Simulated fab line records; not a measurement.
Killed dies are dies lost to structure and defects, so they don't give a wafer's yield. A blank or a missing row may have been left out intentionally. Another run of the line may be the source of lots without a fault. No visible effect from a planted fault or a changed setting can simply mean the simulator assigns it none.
Chamber matching || flow n5_finfet || ald_metal-01 running N5_BEOL_M0_ALD_136: 4 sister chambers
The step deposits TaN, pulse time 2 s, purge time 3 s, co reactant purge time 2 s. 18 wafers are shown with their chamber, then 9 later ones without.

EACH WAFER AND ITS CHAMBER
{"wafer": "L076.1", "chamber": 2, "heater_power_w (W)": 440}
{"wafer": "L076.2", "chamber": 0, "heater_power_w (W)": 434}
{"wafer": "L076.4", "chamber": 1, "heater_power_w (W)": 452}
{"wafer": "L079.1", "chamber": 2, "heater_power_w (W)": 440}
{"wafer": "L079.3", "chamber": 0, "heater_power_w (W)": 432}
{"wafer": "L079.4", "chamber": 1, "heater_power_w (W)": 465}
{"wafer": "L080.2", "chamber": 3, "heater_power_w (W)": 436}
{"wafer": "L080.5", "chamber": 3, "heater_power_w (W)": 448}
{"wafer": "L080.6", "chamber": 0, "heater_power_w (W)": 433}
{"wafer": "L083.1", "chamber": 3, "heater_power_w (W)": 450}
{"wafer": "L083.4", "chamber": 0, "heater_power_w (W)": 445}
{"wafer": "L083.5", "chamber": 1, "heater_power_w (W)": 446}
{"wafer": "L086.1", "chamber": 2, "heater_power_w (W)": 440}
{"wafer": "L086.3", "chamber": 1, "heater_power_w (W)": 467}
{"wafer": "L086.5", "chamber": 3, "heater_power_w (W)": 445}
{"wafer": "L088.1", "chamber": 1, "heater_power_w (W)": 457}
{"wafer": "L088.2", "chamber": 3, "heater_power_w (W)": 447}
{"wafer": "L088.5", "chamber": 1, "heater_power_w (W)": 468}

SIGNATURES (means of the wafers above)
{"reading": "heater_power_w", "chamber 0": 436.00, "chamber 1": 459.17, "chamber 2": 440.00, "chamber 3": 445.20, "scatter within a chamber": 6.72}
Rule: a wafer lies at a distance from a chamber equal to the root of the sum of squares, over the readings, of (its reading less the chamber's mean, divided by the reading's scatter). If the next closest chamber is less than 2 further off than the closest, the wafer can't be placed; otherwise it belongs to the closest. The scatter: the root of (the sum of the squares of (reading less its chamber's mean) over the shown wafers, divided by (wafers less chambers)).

WAFERS WHOSE CHAMBER IS MISSING
{"wafer": "L089.1", "heater_power_w (W)": 454}
{"wafer": "L089.4", "heater_power_w (W)": 467}
{"wafer": "L089.5", "heater_power_w (W)": 429}
{"wafer": "L092.2", "heater_power_w (W)": 470}
{"wafer": "L092.4", "heater_power_w (W)": 436}
{"wafer": "L092.5", "heater_power_w (W)": 435}
{"wafer": "L097.3", "heater_power_w (W)": 445}
{"wafer": "L097.5", "heater_power_w (W)": 451}
{"wafer": "L097.6", "heater_power_w (W)": 454}

WHICH CHAMBER EACH WENT THROUGH
{"wafer": "L089.1", "from the rows above": "can't be placed: 1 or 3 or 2 or 0", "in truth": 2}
{"wafer": "L089.4", "from the rows above": 1, "in truth": 1}
{"wafer": "L089.5", "from the rows above": "can't be placed: 0 or 2 or 3", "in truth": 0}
{"wafer": "L092.2", "from the rows above": 1, "in truth": 1}
{"wafer": "L092.4", "from the rows above": "can't be placed: 0 or 2 or 3", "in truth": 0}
{"wafer": "L092.5", "from the rows above": "can't be placed: 0 or 2 or 3", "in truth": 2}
{"wafer": "L097.3", "from the rows above": "can't be placed: 3 or 2 or 0", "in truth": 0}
{"wafer": "L097.5", "from the rows above": "can't be placed: 3 or 1 or 2 or 0", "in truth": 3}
{"wafer": "L097.6", "from the rows above": "can't be placed: 1 or 3 or 2 or 0", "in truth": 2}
Placed correctly: 2 of 9. Not placeable from these rows: 7 (in 7, the candidates include the true chamber). 0 placed wrongly.
